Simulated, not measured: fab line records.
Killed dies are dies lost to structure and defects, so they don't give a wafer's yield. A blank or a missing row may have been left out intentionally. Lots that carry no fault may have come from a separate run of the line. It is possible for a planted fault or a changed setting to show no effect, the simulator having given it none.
Split-lot experiment || flow n5 finfet || route with 1938 steps; 7 lots, 21 wafers read

== ABOUT THE SPLIT ==
At N5_MOL_CONTACT_COAG_CONTACT_ETCH_14 (etches SiO2 in C4F6/O2, target depth 27.5 nm, overetch 8.5 nm, time 20 s), the setting source w was moved away from the recipe's 370 W on 6 of the 21 wafers read, by -6.9% to +10.7%. For the rest of the wafers, this setting stayed at what the recipe calls for.

Reading taken at the split's own step.

== THE READING ==
rf vpp V, in V, at N5_MOL_CONTACT_COAG_CONTACT_ETCH_14 (etches SiO2 in C4F6/O2, target depth 27.5 nm, overetch 8.5 nm, time 20 s). A value of 692 V with a standard deviation of 3.6 V is what fault-free wafers of this fab line usually give.

{"wafer": "L074.2", "tool, chamber at the split": "rie diel-01, 1", "source w as run, W": 344.6, "against the recipe": "-6.9%", "rf vpp V, V": 709, "against lot-mates on the recipe": "+18"}
{"wafer": "L074.3", "tool, chamber at the split": "rie diel-01, 0", "source w as run, W": 344.6, "against the recipe": "-6.9%", "rf vpp V, V": 715, "against lot-mates on the recipe": "+24"}
{"wafer": "L074.5", "tool, chamber at the split": "rie diel-01, 3", "source w as run, W": 370, "against the recipe": "recipe", "rf vpp V, V": 691, "against lot-mates on the recipe": "-"}
{"wafer": "L080.2", "tool, chamber at the split": "rie diel-01, 0", "source w as run, W": 370, "against the recipe": "recipe", "rf vpp V, V": 696, "against lot-mates on the recipe": "-"}
{"wafer": "L080.5", "tool, chamber at the split": "rie diel-01, 3", "source w as run, W": 370, "against the recipe": "recipe", "rf vpp V, V": 689, "against lot-mates on the recipe": "-"}
{"wafer": "L080.6", "tool, chamber at the split": "rie diel-01, 1", "source w as run, W": 370, "against the recipe": "recipe", "rf vpp V, V": 696, "against lot-mates on the recipe": "-"}
{"wafer": "L082.1", "tool, chamber at the split": "rie diel-03, 2", "source w as run, W": 370, "against the recipe": "recipe", "rf vpp V, V": 692, "against lot-mates on the recipe": "-"}
{"wafer": "L082.2", "tool, chamber at the split": "rie diel-03, 1", "source w as run, W": 370, "against the recipe": "recipe", "rf vpp V, V": 690, "against lot-mates on the recipe": "-"}
{"wafer": "L082.5", "tool, chamber at the split": "rie diel-03, 2", "source w as run, W": 370, "against the recipe": "recipe", "rf vpp V, V": 690, "against lot-mates on the recipe": "-"}
{"wafer": "L084.1", "tool, chamber at the split": "rie diel-03, 0", "source w as run, W": 370, "against the recipe": "recipe", "rf vpp V, V": 698, "against lot-mates on the recipe": "-"}
{"wafer": "L084.2", "tool, chamber at the split": "rie diel-03, 2", "source w as run, W": 409.6, "against the recipe": "+10.7%", "rf vpp V, V": 670, "against lot-mates on the recipe": -23}
{"wafer": "L084.3", "tool, chamber at the split": "rie diel-03, 3", "source w as run, W": 370, "against the recipe": "recipe", "rf vpp V, V": 688, "against lot-mates on the recipe": "-"}
{"wafer": "L087.1", "tool, chamber at the split": "rie diel-01, 0", "source w as run, W": 370, "against the recipe": "recipe", "rf vpp V, V": 696, "against lot-mates on the recipe": "-"}
{"wafer": "L087.3", "tool, chamber at the split": "rie diel-01, 2", "source w as run, W": 390.5, "against the recipe": "+5.5%", "rf vpp V, V": 680, "against lot-mates on the recipe": -16}
{"wafer": "L087.6", "tool, chamber at the split": "rie diel-01, 2", "source w as run, W": 390.5, "against the recipe": "+5.5%", "rf vpp V, V": 678, "against lot-mates on the recipe": -18}
{"wafer": "L089.1", "tool, chamber at the split": "rie diel-03, 2", "source w as run, W": 370, "against the recipe": "recipe", "rf vpp V, V": 691, "against lot-mates on the recipe": "-"}
{"wafer": "L089.4", "tool, chamber at the split": "rie diel-03, 3", "source w as run, W": 370, "against the recipe": "recipe", "rf vpp V, V": 690, "against lot-mates on the recipe": "-"}
{"wafer": "L089.6", "tool, chamber at the split": "rie diel-03, 3", "source w as run, W": 370, "against the recipe": "recipe", "rf vpp V, V": 689, "against lot-mates on the recipe": "-"}
{"wafer": "L092.1", "tool, chamber at the split": "rie diel-05, 3", "source w as run, W": 390.8, "against the recipe": "+5.6%", "rf vpp V, V": 675, "against lot-mates on the recipe": -14}
{"wafer": "L092.2", "tool, chamber at the split": "rie diel-05, 2", "source w as run, W": 370, "against the recipe": "recipe", "rf vpp V, V": 687, "against lot-mates on the recipe": "-"}
{"wafer": "L092.4", "tool, chamber at the split": "rie diel-05, 0", "source w as run, W": 370, "against the recipe": "recipe", "rf vpp V, V": 691, "against lot-mates on the recipe": "-"}

THE FIT
A straight line over all 21 wafers: rf vpp V changes by -2.49 V for each +1% of source w; r = -0.94; the points scatter about the line by 3.5 V.
The same after taking each lot's own level away (the mean of its wafers on the recipe; 21 wafers): -2.67 V for each +1%; r = -0.96; scatter 3 V.
The reading moves by 29 V for the largest change in source w, on that fit.
Measured against the standard deviation above, the lots' own levels, which go from 689.0 to 696.0 V, span 1.9 times it.
Hence the lot-to-lot level has little effect on the slope; both slopes agree.
Check: for one of the wafers moved furthest among these (+10.7%), held out of the fit, the line's prediction against its lot-mates is -31.6 V. It came out at -23 V against them.
Tool readings at the split's step, against how far the setting was moved: rf vpp V r = -0.94.

== ADDITIONAL SPLITS CARRIED BY THESE WAFERS ==
Before the reading, these wafers also passed through other splits. Each is held against what the fit with the lots' levels taken away leaves over:
{"other split on the same wafers": "N5_ZERO_LAYER_PECVD_02 time s", "wafers away from the commonest value": 6, "r with rf vpp V (lot level and that fit taken away)": "+0.50"}
{"other split on the same wafers": "N5_WELL_APT_EXPOSE_05 dose mj", "wafers away from the commonest value": 8, "r with rf vpp V (lot level and that fit taken away)": "+0.12"}
{"other split on the same wafers": "N5_WELL_APT_DEVELOP_07 develop time s", "wafers away from the commonest value": 4, "r with rf vpp V (lot level and that fit taken away)": -0.44}
{"other split on the same wafers": "N5_DUMMY_GATE_COAT_09 spin rpm", "wafers away from the commonest value": 6, "r with rf vpp V (lot level and that fit taken away)": "+0.06"}
{"other split on the same wafers": "N5_SD_EPI_N_DESCUM_14 time s", "wafers away from the commonest value": 6, "r with rf vpp V (lot level and that fit taken away)": "+0.08"}
{"other split on the same wafers": "N5_SDB_ETCH_18 time s", "wafers away from the commonest value": 7, "r with rf vpp V (lot level and that fit taken away)": -0.04}
{"other split on the same wafers": "N5_HKMG_FIN_ETCH_35 bias w", "wafers away from the commonest value": 5, "r with rf vpp V (lot level and that fit taken away)": -0.20}
{"other split on the same wafers": "N5_GATE_CUT_HM_DEP_46 time s", "wafers away from the commonest value": 8, "r with rf vpp V (lot level and that fit taken away)": -0.12}

== THE FILE'S OWN FIT ==
rf vpp V changes by -2.53 V for each +1% of source w, r = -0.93.
